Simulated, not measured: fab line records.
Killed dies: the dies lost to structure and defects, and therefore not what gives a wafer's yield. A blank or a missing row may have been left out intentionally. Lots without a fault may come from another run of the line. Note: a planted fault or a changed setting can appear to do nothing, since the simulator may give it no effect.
fab line records | flow nand-harc
record: lots: 12 wafers: 36 last-day: 33
route steps=1302 shown THIN_TSV@1265 END@1302
lots that met no fault: taken from a fault-free run of the same line
start-h: hours from the record's first day to the start of the lot's first wafer shown | wait-h: hours since the lot's step before | " repeats the value in the row above | L1.1+2: a row that stands for several wafers | - no value present, or no start provided | * or withheld: withheld | < > ~ a bound
route shown NAME@n: a module of which the file shows steps, and the number in the route of the first | usual: the fault-free wafers' mean and standard deviation | same: alike in all rows | chamber/n: place in a boat | sites: each site's reading | _std_site: standard deviation of those values | _edge_site: the outer-site mean with the inner-site mean subtracted | radius-mm: for every site, how far away it sits from the centre of the wafer | mask NAME#n: copy n | behind: the last tool/chamber to shape the wafer | hold: what put the lot on hold/how long, in hours/how the hold closed | device: the transistor (n, p or np) that didn't switch | end of line: at the end of the route, the tests of the same wafers | step lacking rows: just its recipe | killed: the dies lost at the first sort to structure and to defects; this is not the yield of the wafer | map: a wafer's dies, x killed, . not, _ none there
set.NAME: setting as actually run; set.NAME@STEP: the setting as run at that earlier step | model.NAME: the simulator's own value behind a step, which no gauge read
steps of the route over a sample of lots; a table a step, a row a wafer
services: the hour from which a tool's chamber was out of use, counted from the record's first day as start-h (under 0 if before that day), plus the number of hours and why
== steps ==
step: NHARC_THIN_TSV_STRIP_45
recipe: power-w: 1500 temp-c: 250 chemistry: O2
usual: drypump-motor-current-A: 5.7/0.56 heater-power-w: 349/36
columns lot.wafer tool chamber start-h wait-h drypump-motor-current-A heater-power-w rf-hours-counter-h
L804.1 plasma-asher-02 1 559.51 0.1 5.3 404 30
L804.3 " 1 " " 5.3 392 -
L804.6 " 1 " " 5.3 410 -
L807.3 plasma-asher-01 0 571.60 0.2 6.3 325 -
L807.4 " 1 " " 5.1 313 -
L807.6 " 0 " " 6.3 306 -
L805.1 plasma-asher-01 0 573.94 0.1 6.3 303 9
L805.4 " 0 " " 6.3 320 -
L805.5 " 0 " " 6.3 319 -
L808.2 plasma-asher-01 0 584.16 0.1 6.3 309 12
L808.3 " 1 " " 5.1 314 -
L808.5 " 1 " " 5.1 320 -
L809.1 plasma-asher-01 1 607.17 0.3 5.1 317 17
L809.3 " 1 " " 5.1 312 -
L809.6 " 1 " " 5.1 315 -
L811.2 plasma-asher-02 1 623.25 0.1 5.3 405 2
L811.4 " 1 " " 5.3 412 -
L811.6 " 0 " " 6.2 369 -
L816.2 plasma-asher-01 0 654.14 0.1 6.3 314 26
L816.3 " 0 " " 6.3 321 -
L816.6 " 1 " " 5.0 321 -
L820.1 plasma-asher-01 0 729.46 0.1 6.3 312 3
L820.6 " 0 " " 6.3 321 -
L820.5 " 1 " " 5.0 328 -
L822.4 plasma-asher-02 1 752.82 0.2 5.3 408 -
L822.6 " 1 " " 5.3 404 -
L822.5 " 0 " " 6.2 374 -
L824.2 plasma-asher-01 1 759.55 0.1 5.0 332 8
L824.1 " 0 " " 6.3 320 8
L824.4 " 1 " " 5.0 317 -
L825.2 plasma-asher-01 1 765.79 0.1 5.1 333 11
L825.3 " 0 " " 6.3 319 -
L825.6 " 1 " " 5.1 324 -
L827.2 plasma-asher-01 1 781.66 0.1 5.1 326 14
L827.4 " 1 " " 5.1 336 -
L827.5 " 0 " " 6.3 332 -
step: NHARC_THIN_TSV_ETCH_36
recipe: target-depth-a: 650 over-etch-frac: 0.3 time-s: 18.571 ion-energy-ev: 150 chemistry: Cl2/BCl3
usual: drypump-motor-current-A: 5.8/0.45 he-backside-leak-sccm: 3.28/0.24 oes-product-au: 1.001/0.0087
columns lot.wafer tool chamber start-h wait-h drypump-motor-current-A he-backside-leak-sccm oes-product-au rf-hours-counter-h
L804.1 rie-metal-01 1 564.81 0.3 5.8 3.57 1.011 2.6
L804.3 " 1 " " 5.8 3.49 1.018 -
L804.6 " 0 " " 5.5 3.34 1.012 -
L807.3 rie-metal-03 0 576.78 0.1 5.6 3.18 0.990 -
L807.4 " 1 " " 5.5 3.07 0.994 -
L807.6 " 0 " " 5.5 3.05 1.005 -
L805.1 rie-metal-03 0 579.23 0.2 5.6 3.10 1.004 1.1
L805.4 " 0 " " 5.6 3.05 1.005 -
L805.5 " 1 " " 5.5 2.99 1.001 -
L808.2 rie-metal-03 0 589.67 0.2 5.6 3.23 0.991 1.4
L808.3 " 1 " " 5.6 2.99 0.996 -
L808.5 " 0 " " 5.5 3.20 0.990 -
L809.1 rie-metal-01 0 612.58 0.2 5.5 3.47 1.000 0.5
L809.3 " 1 " " 5.8 3.65 1.000 -
L809.6 " 0 " " 5.5 3.33 1.010 -
L811.2 rie-metal-01 1 628.50 0.2 5.9 3.53 1.010 0.7
L811.4 " 1 " " 5.8 3.56 0.994 -
L811.6 " 1 " " 5.9 3.52 1.005 -
L816.2 rie-metal-01 0 659.73 0.2 5.5 3.30 0.999 1.2
L816.3 " 1 " " 5.9 3.64 1.011 -
L816.6 " 1 " " 5.9 3.42 1.006 -
L820.1 rie-metal-02 1 734.90 0.2 6.6 3.09 1.026 1.6
L820.6 " 0 " " 5.3 3.34 1.013 -
L820.5 " 1 " " 6.7 3.21 1.022 -
L822.4 rie-metal-02 0 758.27 0.1 5.4 3.18 1.010 -
L822.6 " 0 " " 5.4 3.17 1.010 -
L822.5 " 1 " " 6.7 3.24 1.006 -
L824.1 rie-metal-01 0 765.41 0.2 5.5 3.26 0.995 0.2
L824.2 " 1 " " 5.8 3.55 1.002 0.2
L824.4 " 1 " " 5.8 3.65 0.993 -
L825.2 rie-metal-02 1 771.22 0.2 6.6 3.35 1.008 2.4
L825.3 " 1 " " 6.7 3.30 1.012 -
L825.6 " 1 " " 6.7 3.38 0.996 -
L827.2 rie-metal-03 0 787.48 0.2 5.6 3.07 0.998 1.6
L827.4 " 0 " " 5.6 3.05 1.006 -
L827.5 " 0 " " 5.6 3.09 1.003 -
step: NHARC_THIN_TSV_STRIP_56
recipe: power-w: 1500 temp-c: 250 chemistry: O2
usual: drypump-motor-current-A: 5.7/0.57 heater-power-w: 349/37
columns lot.wafer tool chamber start-h wait-h drypump-motor-current-A heater-power-w rf-hours-counter-h
L804.1 plasma-asher-02 1 564.91 0.1 5.3 407 31
L804.3 " 0 " " 6.2 372 -
L804.6 " 1 " " 5.3 399 -
L807.3 plasma-asher-02 1 576.96 0.2 5.3 404 -
L807.4 " 0 " " 6.2 371 -
L807.6 " 0 " " 6.3 365 -
L805.1 plasma-asher-01 0 579.37 0.1 6.3 312 11
L805.4 " 0 " " 6.3 310 -
L805.5 " 1 " " 5.1 317 -
L808.2 plasma-asher-02 0 589.81 0.1 6.2 364 37
L808.3 " 0 " " 6.2 374 -
L808.5 " 0 " " 6.2 358 -
L809.1 plasma-asher-02 1 612.73 0.1 5.3 411 0
L809.3 " 1 " " 5.3 413 -
L809.6 " 1 " " 5.3 413 -
L811.2 plasma-asher-01 0 628.60 0.1 6.3 313 20
L811.4 " 1 " " 5.0 313 -
L811.6 " 0 " " 6.3 316 -
L816.2 plasma-asher-01 0 659.82 0.1 6.3 315 28
L816.3 " 0 " " 6.3 317 -
L816.6 " 1 " " 5.1 315 -
L820.1 plasma-asher-01 0 734.99 0.1 6.3 324 4
L820.5 " 0 " " 6.3 321 -
L820.6 " 1 " " 5.1 330 -
L822.4 plasma-asher-02 1 758.45 0.2 5.3 412 -
L822.5 " 1 " " 5.3 410 -
L822.6 " 0 " " 6.3 371 -
L824.2 plasma-asher-01 0 765.51 0.1 6.3 319 10
L824.1 " 1 " " 5.1 319 10
L824.4 " 0 " " 6.3 326 -
L825.2 plasma-asher-01 1 771.36 0.1 5.0 326 12
L825.3 " 1 " " 5.0 334 -
L825.6 " 1 " " 5.1 329 -
L827.2 plasma-asher-01 0 787.57 0.1 6.3 320 16
L827.4 " 0 " " 6.3 328 -
L827.5 " 1 " " 5.1 318 -
step: NHARC_THIN_TSV_ANNEAL_58
recipe: temp-c: 400 time-s: 1800
usual: spike-tc-bottom-C: 423.1/1.6 spike-tc-centre-C: 400.1/1.5 spike-tc-lower-C: 399.9/1.1 spike-tc-top-C: 429.9/1.4 spike-tc-upper-C: 399.4/1.1 zone-power-centre-pct: 4.56/0.057 zone-power-upper-pct: 4.4/0.32
columns lot.wafer tool chamber start-h wait-h spike-tc-bottom-C spike-tc-centre-C spike-tc-lower-C spike-tc-top-C spike-tc-upper-C zone-power-centre-pct zone-power-upper-pct
L804.1 furnace-03 0 570.41 4.7 420.6 400.2 400.4 428.6 398.1 4.58 4.1
L804.3 " 0 " " 422.3 402.7 400.2 428.7 397.6 4.54 4.2
L804.6 " 0 " " 421.7 401.7 398.6 428.9 400.5 4.63 4.1
L805.1 furnace-03 0 580.82 0.7 421.3 399.7 401.5 430.1 401.0 4.62 4.1
L805.4 " 0 " " 421.2 400.4 399.6 428.5 400.2 4.62 4.1
L805.5 " 0 " " 421.0 400.0 399.6 430.0 398.4 4.59 4.1
L807.3 furnace-03 0 580.82 3.1 420.0 401.7 398.6 429.7 398.7 4.68 4.1
L807.4 " 0 " " 420.9 398.9 401.2 431.1 399.3 4.57 4.1
L807.6 " 0 " " 420.3 401.7 401.0 430.6 399.6 4.66 4.1
L808.2 furnace-01 0 593.76 3.2 425.2 399.4 399.5 430.0 399.2 4.54 4.7
L808.3 " 0 " " 424.3 401.4 399.8 431.0 399.8 4.54 4.6
L808.5 " 0 " " 424.4 399.6 400.1 429.4 398.8 4.55 4.7
L809.1 furnace-01 0 621.07 7.6 422.3 399.9 400.2 429.4 399.0 4.53 4.8
L809.3 " 0 " " 423.7 398.1 398.2 428.9 398.7 4.51 4.8
L809.6 " 0 " " 424.5 399.4 401.4 430.2 400.0 4.60 4.7
L811.2 furnace-03 0 632.54 3.1 423.7 402.8 397.4 431.3 398.8 4.59 4.1
L811.4 " 0 " " 421.3 400.0 399.4 431.0 399.9 4.55 4.1
L811.6 " 0 " " 421.2 401.0 399.9 430.4 399.2 4.61 4.1
L816.2 furnace-01 0 666.00 5.4 424.7 397.2 400.7 432.2 400.4 4.50 4.7
L816.3 " 0 " " 424.3 398.2 402.7 430.1 397.6 4.56 4.7
L816.6 " 0 " " 424.1 400.0 400.9 430.9 398.3 4.55 4.7
L820.1 furnace-01 0 738.86 3.1 448.8 424.6 425.6 454.3 425.4 5.02 5.2
L820.5 " 0 " " 449.8 422.4 422.4 453.5 425.7 4.97 5.3
L820.6 " 0 " " 449.6 424.0 425.2 456.0 424.8 5.01 5.2
L822.4 furnace-01 0 762.23 3.1 450.2 425.0 425.4 456.6 423.6 4.95 5.2
L822.5 " 0 " " 450.0 424.2 425.0 454.5 426.4 5.03 5.3
L822.6 " 0 " " 448.8 424.3 425.0 455.5 423.7 5.03 5.1
L824.1 furnace-07 0 772.25 5.9 423.1 402.7 399.1 427.8 401.4 4.46 3.9
L824.2 " 0 " " 422.0 400.1 399.5 428.7 401.0 4.54 3.9
L824.4 " 0 " " 420.7 402.2 399.1 425.9 400.3 4.51 4.0
L825.2 furnace-07 0 772.25 0.1 422.4 400.1 399.6 427.8 402.1 4.50 4.1
L825.3 " 0 " " 420.1 400.6 400.8 427.4 398.6 4.46 4.0
L825.6 " 0 " " 421.3 402.8 399.3 428.8 401.5 4.51 3.9
L827.2 furnace-03 0 791.52 3.1 421.5 401.6 399.9 429.6 399.3 4.59 4.1
L827.4 " 0 " " 420.7 402.8 398.7 427.7 400.8 4.63 4.0
L827.5 " 0 " " 422.0 399.5 397.5 429.4 399.2 4.65 4.0
step: NHARC_END_SORT_01
recipe: temp-c: 25
usual: defect-limited-yield: 90.6/2.6 killed-at-array: 58/18 killed-at-other: 1.0/1.5 killed-at-periphery: 4/3.1 killed-dies: 64/18 killed-open: 3.4/1.9 killed-short: 2.7/1.7
same: gross-dies: 677
columns lot.wafer tool chamber start-h wait-h defect-limited-yield[%] killed-at-array killed-at-other killed-at-periphery killed-dies killed-open killed-short
L804.1 prober-01 0 574.90 2.5 92.8 46 0 3 49 2 2
L804.3 prober-01 0 576.51 3.1 91.6 49 0 8 57 3 1
L804.6 prober-01 0 578.92 4.0 92.0 48 1 5 54 2 2
L805.1 prober-02 0 585.27 2.5 91.4 55 0 3 58 3 2
L805.4 prober-02 0 587.70 3.4 90.7 53 0 10 63 7 4
L805.5 prober-02 0 588.51 3.7 92.6 43 0 7 50 6 5
L807.3 prober-01 0 586.94 3.1 88.2 78 0 2 80 2 4
L807.4 prober-01 0 587.74 3.4 88.3 75 1 3 79 4 3
L807.6 prober-01 0 589.34 4.0 87.7 77 0 6 83 8 4
L808.2 prober-01 0 599.08 2.8 92.9 47 0 1 48 3 4
L808.3 prober-01 0 599.88 3.1 92.6 47 0 3 50 5 3
L808.5 prober-01 0 601.48 3.7 91.9 53 0 2 55 5 5
L809.1 prober-02 0 625.61 2.5 90.4 56 1 8 65 5 0
L809.3 prober-02 0 627.19 3.1 87.9 75 0 7 82 8 1
L809.6 prober-02 0 629.58 4.0 88.5 67 3 8 78 4 1
L811.2 prober-02 0 637.82 2.8 91.0 56 0 5 61 2 2
L811.4 prober-02 0 639.41 3.4 92.9 46 2 0 48 3 3
L811.6 prober-02 0 641.01 4.0 91.3 59 0 0 59 2 3
L816.2 prober-02 0 671.36 2.8 91.0 56 1 4 61 5 4
L816.3 prober-02 0 672.16 3.1 90.1 63 2 2 67 5 2
L816.6 prober-02 0 674.56 4.0 91.3 55 0 4 59 2 3
L820.1 prober-01 0 743.36 2.5 89.2 72 0 1 73 4 0
L820.5 prober-01 0 746.63 3.8 88.8 73 0 3 76 4 3
L820.6 prober-01 0 747.44 4.1 87.3 80 1 5 86 3 0
L822.4 prober-01 0 769.13 3.4 95.6 23 1 6 30 1 5
L822.5 prober-01 0 769.94 3.7 95.9 25 1 2 28 4 2
L822.6 prober-01 0 770.75 4.1 94.8 26 4 5 35 5 5
L824.1 prober-02 0 776.75 2.5 88.6 73 1 3 77 2 1
L824.2 prober-02 0 777.57 2.8 88.8 71 1 4 76 2 4
L824.4 prober-02 0 779.19 3.4 87.7 69 6 8 83 5 4
L825.2 prober-01 0 777.57 2.8 93.5 33 0 11 44 5 1
L825.3 prober-01 0 778.35 3.1 92.2 41 0 12 53 9 6
L825.6 prober-01 0 780.70 3.9 91.7 46 1 9 56 4 3
L827.2 prober-02 0 796.85 2.8 94.1 40 0 0 40 6 1
L827.4 prober-02 0 798.48 3.5 93.1 43 1 3 47 1 2
L827.5 prober-02 0 799.30 3.8 93.2 43 0 3 46 5 1
killed by level:class
L804.1 A_CHANNEL_HOLE_D1:chamber-film-flake=33 A_CHANNEL_HOLE_D2:chamber-film-flake=6 A_WL_FILL:chamber-film-flake=2 A_CONTACT:chamber-film-flake=2 P_GATE:geometric-particle:open=1 P_CONTACT:geometric-particle:open=1 A_CHANNEL_FILL_D1:geometric-particle:short=1 A_WL_FILL:geometric-particle:short=1
L804.3 A_CHANNEL_HOLE_D1:chamber-film-flake=34 P_BONDPAD:chamber-film-flake=3 A_CHANNEL_HOLE_D2:chamber-film-flake=3 A_CONTACT:chamber-film-flake=3 P_STI:chamber-film-flake=2 A_STAIRCASE:chamber-film-flake=2 A_SGD_CUT:chamber-film-flake=2 A_WL_FILL:chamber-film-flake=2
L804.6 A_CHANNEL_HOLE_D1:chamber-film-flake=32 A_CHANNEL_HOLE_D2:chamber-film-flake=4 A_ONON_D1:geometric-particle:open=2 P_M2:chamber-film-flake=2 A_CONTACT:chamber-film-flake=2 A_SGD_CUT:chamber-film-flake=2 A_WL_FILL:chamber-film-flake=2 A_CHANNEL_FILL_D1:geometric-particle:short=1
L805.1 A_CHANNEL_HOLE_D2:chamber-film-flake=37 A_STAIRCASE:chamber-film-flake=4 A_SLIT:chamber-film-flake=3 A_ZERO_WELL:chamber-film-flake=2 A_CONTACT:chamber-film-flake=2 P_CONTACT:geometric-particle:open=1 A_CHANNEL_FILL_D1:geometric-particle:open=1 A_ONON_D2:geometric-particle:short=1
L807.3 A_CHANNEL_HOLE_D2:chamber-film-flake=35 A_SLIT:chamber-film-flake=27 A_CONTACT:chamber-film-flake=4 A_CHANNEL_HOLE_D1:chamber-film-flake=2 A_SOURCE_PLATE:geometric-particle:short=1 A_ONON_D1:geometric-particle:open=1 A_CHANNEL_HOLE_D1:geometric-particle:short=1 A_CHANNEL_FILL_D2:geometric-particle:short=1
L805.4 A_CHANNEL_HOLE_D2:chamber-film-flake=34 P_M2:chamber-film-flake=3 A_CONTACT:chamber-film-flake=3 P_M0:geometric-particle:open=2 P_M1:geometric-particle:open=2 A_DECK1_JOINT:geometric-particle:short=2 A_ZERO_WELL:chamber-film-flake=2 A_CHANNEL_HOLE_D1:chamber-film-flake=2
L807.4 A_CHANNEL_HOLE_D2:chamber-film-flake=33 A_SLIT:chamber-film-flake=21 A_CONTACT:chamber-film-flake=5 A_STAIRCASE:chamber-film-flake=4 A_SOURCE_PLATE:geometric-particle:short=2 A_BLC:geometric-particle:open=2 A_CHANNEL_HOLE_D1:chamber-film-flake=2 A_CHANNEL_FILL_D1:chamber-film-flake=2
L805.5 A_CHANNEL_HOLE_D2:chamber-film-flake=29 P_M1:geometric-particle:open=2 A_CHANNEL_HOLE_D1:chamber-film-flake=2 A_SLIT:chamber-film-flake=2 A_CONTACT:chamber-film-flake=2 P_CONTACT:geometric-particle:open=1 P_CONTACT:geometric-particle:short=1 P_M0:geometric-particle:open=1
L807.6 A_CHANNEL_HOLE_D2:chamber-film-flake=32 A_SLIT:chamber-film-flake=25 A_WL_FILL:chamber-film-flake=3 A_CONTACT:chamber-film-flake=3 P_CONTACT:geometric-particle:open=2 A_CHANNEL_HOLE_D1:geometric-particle:open=2 A_CHANNEL_HOLE_D1:chamber-film-flake=2 A_BLC:chamber-film-flake=2
L808.2 A_SLIT:chamber-film-flake=26 A_CHANNEL_HOLE_D2:chamber-film-flake=5 A_CHANNEL_HOLE_D1:chamber-film-flake=3 A_CONTACT:chamber-film-flake=3 A_CHANNEL_FILL_D1:geometric-particle:open=2 A_ONON_D1:geometric-particle:short=1 A_CHANNEL_HOLE_D1:geometric-particle:short=1 A_CHANNEL_HOLE_D1:geometric-particle:open=1
L808.3 A_SLIT:chamber-film-flake=27 A_CONTACT:chamber-film-flake=4 A_ONON_D1:geometric-particle:open=3 A_ONON_D1:geometric-particle:short=2 P_GATE:chamber-film-flake=2 A_ZERO_WELL:chamber-film-flake=2 A_CHANNEL_HOLE_D2:chamber-film-flake=2 A_CHANNEL_HOLE_D1:geometric-particle:open=1
L808.5 A_SLIT:chamber-film-flake=27 A_CHANNEL_HOLE_D2:chamber-film-flake=6 A_CONTACT:chamber-film-flake=4 A_CHANNEL_FILL_D2:geometric-particle:short=2 A_M0:geometric-particle:open=2 A_ZERO_WELL:chamber-film-flake=2 A_STAIRCASE:chamber-film-flake=2 P_GATE:geometric-particle:short=1
L809.1 A_CHANNEL_HOLE_D1:chamber-film-flake=27 A_CHANNEL_HOLE_D2:chamber-film-flake=20 A_CONTACT:chamber-film-flake=4 P_GATE:chamber-film-flake=3 P_M1:geometric-particle:open=2 A_WL_FILL:chamber-film-flake=2 P_STI:geometric-particle:open=1 P_M0:geometric-particle:open=1
L809.3 A_CHANNEL_HOLE_D2:chamber-film-flake=34 A_CHANNEL_HOLE_D1:chamber-film-flake=30 P_M0:geometric-particle:open=2 A_CHANNEL_HOLE_D2:geometric-particle:open=2 P_ZERO_WELL:chamber-film-flake=2 P_STI:chamber-film-flake=2 A_CONTACT:chamber-film-flake=2 A_ONON_D1:geometric-particle:open=1
L809.6 A_CHANNEL_HOLE_D1:chamber-film-flake=35 A_CHANNEL_HOLE_D2:chamber-film-flake=22 P_M0:geometric-particle:open=4 A_CONTACT:chamber-film-flake=4 A_STAIRCASE:chamber-film-flake=3 THIN_TSV:chamber-film-flake=3 P_GATE:chamber-film-flake=2 A_CHANNEL_FILL_D2:geometric-particle:short=1
L811.2 A_CHANNEL_HOLE_D1:chamber-film-flake=37 A_CHANNEL_HOLE_D2:chamber-film-flake=10 A_STAIRCASE:chamber-film-flake=3 A_CHANNEL_FILL_D1:chamber-film-flake=2 P_GATE:geometric-particle:short=1 P_CONTACT:geometric-particle:short=1 A_DECK1_JOINT:geometric-particle:open=1 A_CHANNEL_FILL_D2:geometric-particle:open=1
L811.4 A_CHANNEL_HOLE_D1:chamber-film-flake=30 A_CHANNEL_HOLE_D2:chamber-film-flake=7 A_WL_FILL:geometric-particle:open=2 A_WL_FILL:chamber-film-flake=2 THIN_TSV:chamber-film-flake=2 A_ONON_D2:geometric-particle:short=1 A_SGD_CUT:geometric-particle:short=1 A_BLC:geometric-particle:short=1
L811.6 A_CHANNEL_HOLE_D1:chamber-film-flake=38 A_CHANNEL_HOLE_D2:chamber-film-flake=11 A_DECK1_JOINT:chamber-film-flake=3 A_ONON_D1:geometric-particle:short=1 A_CHANNEL_FILL_D1:geometric-particle:open=1 A_DECK1_JOINT:geometric-particle:short=1 A_CHANNEL_FILL_D2:geometric-particle:open=1 A_WL_FILL:geometric-particle:short=1
L816.2 A_SLIT:chamber-film-flake=22 A_CHANNEL_HOLE_D2:chamber-film-flake=14 A_CHANNEL_HOLE_D1:chamber-film-flake=5 P_BONDPAD:chamber-film-flake=2 A_DECK1_JOINT:chamber-film-flake=2 A_STAIRCASE:chamber-film-flake=2 A_ONON_D1:geometric-particle:open=1 A_CHANNEL_FILL_D1:geometric-particle:short=1
L816.3 A_SLIT:chamber-film-flake=29 A_CHANNEL_HOLE_D2:chamber-film-flake=11 A_CHANNEL_HOLE_D1:chamber-film-flake=5 A_CONTACT:chamber-film-flake=5 A_WL_FILL:chamber-film-flake=3 P_BONDPAD:chamber-film-flake=2 A_DECK1_JOINT:chamber-film-flake=2 A_SOURCE_PLATE:geometric-particle:short=1
L816.6 A_SLIT:chamber-film-flake=28 A_CHANNEL_HOLE_D1:chamber-film-flake=7 A_CONTACT:chamber-film-flake=6 A_CHANNEL_HOLE_D2:chamber-film-flake=5 A_SGD_CUT:geometric-particle:short=2 P_BONDPAD:chamber-film-flake=2 A_DECK1_JOINT:chamber-film-flake=2 A_STAIRCASE:chamber-film-flake=2
L820.1 A_CHANNEL_HOLE_D1:chamber-film-flake=39 A_CHANNEL_HOLE_D2:chamber-film-flake=16 A_SLIT:chamber-film-flake=7 A_CONTACT:chamber-film-flake=3 A_STAIRCASE:chamber-film-flake=3 A_CHANNEL_FILL_D2:geometric-particle:open=2 A_SGD_CUT:geometric-particle:open=1 A_M0:geometric-particle:open=1
L820.5 A_CHANNEL_HOLE_D1:chamber-film-flake=31 A_CHANNEL_HOLE_D2:chamber-film-flake=21 A_CONTACT:chamber-film-flake=5 A_SLIT:chamber-film-flake=4 A_STAIRCASE:chamber-film-flake=3 A_CHANNEL_FILL_D1:chamber-film-flake=2 A_CHANNEL_FILL_D2:chamber-film-flake=2 P_STI:geometric-particle:short=1
L820.6 A_CHANNEL_HOLE_D1:chamber-film-flake=28 A_CHANNEL_HOLE_D2:chamber-film-flake=27 A_CONTACT:chamber-film-flake=9 A_STAIRCASE:chamber-film-flake=7 A_SLIT:chamber-film-flake=5 P_STI:chamber-film-flake=4 P_M0:geometric-particle:open=1 A_CHANNEL_FILL_D1:geometric-particle:open=1
L822.4 A_SLIT:chamber-film-flake=10 A_CHANNEL_HOLE_D1:chamber-film-flake=4 P_GATE:chamber-film-flake=2 A_STAIRCASE:chamber-film-flake=2 A_WL_FILL:chamber-film-flake=2 P_M0:geometric-particle:open=1 P_M1:geometric-particle:short=1 A_CHANNEL_HOLE_D1:geometric-particle:short=1
L822.5 A_CHANNEL_HOLE_D1:chamber-film-flake=9 A_SLIT:chamber-film-flake=4 A_CHANNEL_FILL_D2:geometric-particle:open=2 A_ZERO_WELL:chamber-film-flake=2 A_CONTACT:chamber-film-flake=2 A_ONON_D1:geometric-particle:short=1 A_CHANNEL_FILL_D1:geometric-particle:short=1 A_ONON_D2:geometric-particle:open=1
L822.6 A_CHANNEL_HOLE_D1:chamber-film-flake=11 A_SLIT:chamber-film-flake=7 THIN_TSV:chamber-film-flake=3 A_M0:geometric-particle:short=2 P_STI:chamber-film-flake=2 P_GATE:geometric-particle:open=1 P_M0:geometric-particle:open=1 A_ONON_D1:geometric-particle:open=1
L824.1 A_SLIT:chamber-film-flake=30 A_CONTACT:chamber-film-flake=15 A_CHANNEL_HOLE_D2:chamber-film-flake=12 A_CHANNEL_HOLE_D1:chamber-film-flake=8 A_STAIRCASE:chamber-film-flake=3 P_CONTACT:chamber-film-flake=2 A_BLC:chamber-film-flake=2 P_M1:geometric-particle:open=1
L824.2 A_CHANNEL_HOLE_D2:chamber-film-flake=18 A_SLIT:chamber-film-flake=18 A_CONTACT:chamber-film-flake=12 A_CHANNEL_HOLE_D1:chamber-film-flake=8 A_BONDPAD:chamber-film-flake=7 A_ONON_D2:geometric-particle:short=2 P_ZERO_WELL:chamber-film-flake=2 P_GATE:chamber-film-flake=2
L825.2 A_CHANNEL_HOLE_D1:chamber-film-flake=14 A_SLIT:chamber-film-flake=10 P_GATE:chamber-film-flake=7 A_CONTACT:chamber-film-flake=4 A_CHANNEL_HOLE_D2:geometric-particle:open=2 A_STAIRCASE:chamber-film-flake=2 P_CONTACT:geometric-particle:open=1 P_M0:geometric-particle:open=1
L825.3 A_CHANNEL_HOLE_D1:chamber-film-flake=13 A_SLIT:chamber-film-flake=9 P_GATE:chamber-film-flake=5 A_CONTACT:chamber-film-flake=5 A_STAIRCASE:chamber-film-flake=3 P_CONTACT:geometric-particle:open=2 A_CHANNEL_FILL_D1:geometric-particle:open=2 A_ONON_D2:geometric-particle:short=2
L824.4 A_SLIT:chamber-film-flake=30 A_CHANNEL_HOLE_D2:chamber-film-flake=11 A_CONTACT:chamber-film-flake=10 A_CHANNEL_HOLE_D1:chamber-film-flake=8 THIN_TSV:chamber-film-flake=6 A_BLC:geometric-particle:open=3 P_ZERO_WELL:chamber-film-flake=3 P_M0:geometric-particle:short=2
L825.6 A_CHANNEL_HOLE_D1:chamber-film-flake=14 A_CONTACT:chamber-film-flake=13 A_SLIT:chamber-film-flake=8 P_GATE:chamber-film-flake=4 A_STAIRCASE:chamber-film-flake=3 P_CONTACT:geometric-particle:open=2 P_CONTACT:chamber-film-flake=2 A_CHANNEL_HOLE_D2:chamber-film-flake=2
L827.2 A_CHANNEL_HOLE_D1:chamber-film-flake=14 A_CONTACT:chamber-film-flake=10 A_SLIT:chamber-film-flake=6 A_M0:geometric-particle:open=2 A_CHANNEL_FILL_D1:geometric-particle:open=1 A_CHANNEL_FILL_D2:geometric-particle:open=1 A_WL_FILL:geometric-particle:open=1 A_M0:geometric-particle:short=1
L827.4 A_CHANNEL_HOLE_D1:chamber-film-flake=16 A_SLIT:chamber-film-flake=12 A_CONTACT:chamber-film-flake=7 P_GATE:chamber-film-flake=2 A_STAIRCASE:chamber-film-flake=2 P_M0:geometric-particle:open=1 A_ONON_D1:geometric-particle:short=1 A_DECK1_JOINT:geometric-particle:short=1
L827.5 A_CHANNEL_HOLE_D1:chamber-film-flake=19 A_SLIT:chamber-film-flake=9 A_CONTACT:chamber-film-flake=6 P_GATE:chamber-film-flake=2 A_ZERO_WELL:chamber-film-flake=2 P_CONTACT:geometric-particle:short=1 A_ONON_D1:geometric-particle:open=1 A_CHANNEL_FILL_D1:geometric-particle:open=1
== services ==
columns tool chamber start-h hours kind
rie-metal-03 - 562.61 0.9 repair
rie-metal-01 - 575.00 9.0 pm
plasma-asher-02 - 603.05 9.0 pm
plasma-asher-02 0 603.05 9.0 vent-cycle
plasma-asher-02 1 603.05 9.0 vent-cycle
furnace-07 - 606.69 5.4 repair
plasma-asher-02 0 612.05 - clean
plasma-asher-02 1 612.05 - clean
rie-metal-02 - 632.15 9.0 pm
rie-metal-01 - 656.80 0.9 repair
furnace-03 - 661.45 19.7 repair
plasma-asher-01 - 672.29 1.6 repair
furnace-07 - 686.68 8.5 repair
rie-metal-01 - 694.77 0.6 repair
rie-metal-03 - 696.00 9.0 pm
plasma-asher-01 - 696.03 9.0 pm
plasma-asher-01 0 696.03 9.0 vent-cycle
plasma-asher-01 1 696.03 9.0 vent-cycle
plasma-asher-01 0 705.03 - clean
plasma-asher-01 1 705.03 - clean
rie-metal-03 - 734.03 0.8 repair
rie-metal-01 - 752.00 9.0 pm
rie-metal-03 0 766.29 5.1 repair
plasma-asher-02 - 780.05 9.0 pm
== key ==
first-sign: step: NHARC_THIN_TSV_ANNEAL_58 reading: spike-tc-upper-C direction: up sigmas: 24 usual: 399.4 struck: 424.9
effect: step: NHARC_THIN_TSV_ANNEAL_58 reading: spike-tc-lower-C direction: up sigmas: 23 usual: 399.9 struck: 424.8
met-at NHARC_THIN_TSV_ANNEAL_58
struck-lots L820,L822
not-acting-at NHARC_THIN_TSV_STRIP_45,NHARC_THIN_TSV_ETCH_36,NHARC_THIN_TSV_STRIP_56
onset-between 666.00 738.86
fault: kind: process-parameter-drift tool: furnace-01 chamber: - onset-h: 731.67 steps: NHARC_THIN_TSV_ANNEAL_58 channel: temp-c offset: * shape: step end-h: 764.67 acts-in: * stated: *
